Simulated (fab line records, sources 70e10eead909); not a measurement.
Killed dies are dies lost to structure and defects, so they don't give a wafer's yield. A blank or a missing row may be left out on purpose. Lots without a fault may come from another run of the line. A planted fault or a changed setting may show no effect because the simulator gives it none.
Chamber matching | flow nand_harc | NHARC_A_STAIRCASE_ALD_420 on ald_hk-01: 4 sister chambers
The step deposits SiO2, target thk 20 nm, pulse time 6 s, ald cycles 200. 8 wafers are shown with their chamber, then 8 later ones without.

WAFERS WITH THEIR CHAMBER
wafer  | chamber | heater_power_w (W) | precursor_pulse_height_rel
L081.1 | 0       | 393                | 0.958
L081.6 | 1       | 480                | 0.994
L082.3 | 1       | 468                | 0.991
L082.6 | 2       | 518                | 1.003
L083.1 | 3       | 442                | 1.034
L083.3 | 0       | 398                | 1.028
L083.6 | 2       | 514                | 0.988
L085.1 | 3       | 438                | 0.989

WAFERS WITHOUT THEIR CHAMBER
wafer  | heater_power_w (W) | precursor_pulse_height_rel
L085.4 | 519                | 1.025
L085.6 | 476                | 0.971
L089.1 | 442                | 1.003
L089.5 | 521                | 1.020
L089.6 | 460                | 1.005
L087.1 | 402                | 1.006
L087.3 | 524                | 1.017
L087.4 | 439                | 0.994

WHICH CHAMBER EACH WENT THROUGH
wafer  | from the rows above     | in truth
L085.4 | 2                       | 2
L085.6 | 1                       | 1
L089.1 | 3                       | 3
L089.5 | 2                       | 2
L089.6 | can't be placed: 1 or 3 | 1
L087.1 | 0                       | 0
L087.3 | 2                       | 2
L087.4 | 3                       | 3
Placed correctly: 7 of 8. Can't be placed from these rows: 1 (the true chamber is among the candidates in 1). Placed wrongly: 0.
How it was worked out, from the rows above alone: a wafer's distance from a chamber is the root of the sum, over the readings, of the square of ((its reading less the chamber's mean) divided by the reading's scatter). The wafer belongs to the nearest chamber; if the next one is less than 2 further off, it can't be placed. A chamber's mean is the mean of its shown wafers. The scatter: the root of (the sum of the squares of (reading less its chamber's mean) over the shown wafers, divided by (wafers less chambers)).
